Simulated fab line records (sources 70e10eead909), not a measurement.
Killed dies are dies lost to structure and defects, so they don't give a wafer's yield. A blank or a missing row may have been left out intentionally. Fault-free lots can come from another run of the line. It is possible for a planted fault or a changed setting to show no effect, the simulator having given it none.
Matching of chambers :: flow nand_harc :: NHARC_A_CHANNEL_HOLE_D1_DEP_01 on pecvd-01 has 3 sister chambers
The step deposits SiON, target thk 140 nm. 3 wafers are shown with their chamber, then 7 later ones without.

WAFERS WITH THEIR CHAMBER
wafer: L931.6
chamber: 0
heater_power_w (W): 863

wafer: L936.1
chamber: 2
heater_power_w (W): 794

wafer: L936.2
chamber: 1
heater_power_w (W): 753

WAFERS WHOSE CHAMBER IS MISSING
wafer: L936.4
heater_power_w (W): 769

wafer: L942.1
heater_power_w (W): 938

wafer: L942.4
heater_power_w (W): 699

wafer: L942.6
heater_power_w (W): 951

wafer: L948.1
heater_power_w (W): 659

wafer: L948.5
heater_power_w (W): 745

wafer: L948.6
heater_power_w (W): 942

THE CHAMBER EACH PASSED THROUGH
wafer: L936.4
from the rows above: can't be placed: 1 or 2 or 0
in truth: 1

wafer: L942.1
from the rows above: can't be placed: 0 or 2 or 1
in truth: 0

wafer: L942.4
from the rows above: can't be placed: 1 or 2 or 0
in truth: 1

wafer: L942.6
from the rows above: can't be placed: 0 or 2 or 1
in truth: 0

wafer: L948.1
from the rows above: can't be placed: 1 or 2 or 0
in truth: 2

wafer: L948.5
from the rows above: can't be placed: 1 or 2 or 0
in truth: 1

wafer: L948.6
from the rows above: can't be placed: 0 or 2 or 1
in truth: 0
0 of 7 placed correctly. Cannot be placed on the basis of these rows: 7; the candidates contain the true chamber in 7. Placed wrongly: 0.
How it was worked out, from the rows above alone: a wafer's distance from a chamber is the root of the sum, over the readings, of the square of ((its reading less the chamber's mean) divided by the reading's scatter). If the next closest chamber is less than 2 further off than the closest, the wafer can't be placed; otherwise it belongs to the closest. Each chamber's mean is taken over the wafers shown for it. The scatter (one wafer shown for each chamber): square how far every hidden wafer sits from the nearest shown wafer, average those squares and take the square root.
